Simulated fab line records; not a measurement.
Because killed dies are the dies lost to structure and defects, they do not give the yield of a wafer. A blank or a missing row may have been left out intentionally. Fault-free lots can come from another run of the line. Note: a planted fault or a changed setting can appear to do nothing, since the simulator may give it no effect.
Split-lot study + flow n5_finfet + 21 wafers read across 7 lots, on a route 1938 steps long

== THE SPLIT ITSELF ==
At N5_BEOL_M0_SAQP_ETCH_88 (etches underlayer in N2/H2, target depth 6.5 nm, time 5.2 s), the setting source_w was moved away from the recipe's 840 W on 8 of the 21 wafers read, by -11.1% to -7.6%. For the rest of the wafers, this setting stayed at what the recipe calls for.

The reading comes from the split's own step.

== THE READING ==
rf_vpp_V, in V, at N5_BEOL_M0_SAQP_ETCH_88 (etches underlayer in N2/H2, target depth 6.5 nm, time 5.2 s). A value of 523.8 V with a standard deviation of 2.7 V is what fault-free wafers of this fab line usually give.

| wafer  | tool, chamber at the split | source_w as run, W | against the recipe | rf_vpp_V, V | against lot-mates on the recipe |
|--------|----------------------------|--------------------|--------------------|-------------|---------------------------------|
| L076.1 | rie_diel-04, 1             | 776.4              | -7.6%              | 538.9       | +18.7                           |
| L076.3 | rie_diel-04, 0             | 840                | recipe             | 520.2       | -                               |
| L076.6 | rie_diel-04, 1             | 776.4              | -7.6%              | 538.5       | +18.3                           |
| L078.2 | rie_diel-05, 3             | 840                | recipe             | 522.2       | -                               |
| L078.3 | rie_diel-05, 0             | 840                | recipe             | 527.6       | -                               |
| L078.6 | rie_diel-05, 2             | 840                | recipe             | 523.7       | -                               |
| L080.1 | rie_diel-04, 0             | 760.7              | -9.4%              | 539.1       | +12.3                           |
| L080.5 | rie_diel-04, 1             | 840                | recipe             | 526.8       | -                               |
| L080.6 | rie_diel-04, 2             | 760.7              | -9.4%              | 539.6       | +12.8                           |
| L086.1 | rie_diel-04, 3             | 840                | recipe             | 525.6       | -                               |
| L086.4 | rie_diel-04, 1             | 840                | recipe             | 530.0       | -                               |
| L086.6 | rie_diel-04, 0             | 840                | recipe             | 523.3       | -                               |
| L085.1 | rie_diel-05, 1             | 774.7              | -7.8%              | 533.3       | +8.3                            |
| L085.2 | rie_diel-05, 2             | 774.7              | -7.8%              | 539.6       | +14.6                           |
| L085.4 | rie_diel-05, 0             | 840                | recipe             | 525.0       | -                               |
| L093.2 | rie_diel-04, 0             | 840                | recipe             | 520.0       | -                               |
| L093.5 | rie_diel-04, 1             | 840                | recipe             | 526.4       | -                               |
| L093.6 | rie_diel-04, 2             | 840                | recipe             | 520.8       | -                               |
| L094.1 | rie_diel-06, 2             | 747                | -11.1%             | 547.7       | +21.7                           |
| L094.4 | rie_diel-06, 3             | 840                | recipe             | 526.0       | -                               |
| L094.6 | rie_diel-06, 1             | 747                | -11.1%             | 540.7       | +14.7                           |

FIT RESULTS
A straight line over all 21 wafers: rf_vpp_V changes by -1.71 V for each +1% of source_w; r = -0.94; the points scatter about the line by 3 V.
The same after taking each lot's own level away (the mean of its wafers on the recipe; 21 wafers): -1.65 V for each +1%; r = -0.92; scatter 3.3 V.
According to that fit, moving source_w by its largest amount changes the reading by 18 V.
The span of the lots' own levels, 520.20 to 526.80 V, comes to 2.4 times the standard deviation stated above.
Hence the lot-to-lot level has little effect on the slope; both slopes agree.
Check: +17.7 V against its lot-mates is what the line predicts for one of the wafers moved furthest among these (-11.1%) when that wafer is left out of the fit. Against them it came out at +21.7 V.
Tool readings at the split's step, against how far the setting was moved: etch_rf_on_time_s r = -0.93; rf_vpp_V r = -0.94.

== THE OTHER SPLITS THESE WAFERS WENT THROUGH ==
These wafers also went through other splits before the reading. Each is held against what the fit with the lots' levels taken away leaves over:
| other split on the same wafers           | wafers away from the commonest value | r with rf_vpp_V (lot level and that fit taken away) |
|------------------------------------------|--------------------------------------|-----------------------------------------------------|
| N5_GATE_CUT_DESCUM_18 time_s             | 6                                    | +0.40                                               |
| N5_MOL_CONTACT_COAG_ETCHBACK_135 time_s  | 8                                    | -0.06                                               |
| N5_MOL_CONTACT_COAG_VIA_ETCH_46 bias_w   | 6                                    | +0.07                                               |
| N5_MOL_CONTACT_COAG_CVD_140 target_thk_a | 6                                    | -0.39                                               |

== THE WHOLE CHAIN: every reading that the file lists as answering this split, in the file's order ==
| step                    | what it does                                                | reading           | change (the file's fit)              | r (the file's) |
|-------------------------|-------------------------------------------------------------|-------------------|--------------------------------------|----------------|
| N5_BEOL_M0_SAQP_ETCH_88 | etches underlayer in N2/H2, target depth 6.5 nm, time 5.2 s | etch_rf_on_time_s | withheld for each +1% of the setting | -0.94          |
| N5_BEOL_M0_SAQP_ETCH_88 | etches underlayer in N2/H2, target depth 6.5 nm, time 5.2 s | rf_vpp_V          | -1.67 V for each +1% of the setting  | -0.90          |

== THE FILE'S OWN FIT ==
rf_vpp_V changes by -1.67 V for each +1% of source_w, r = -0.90.
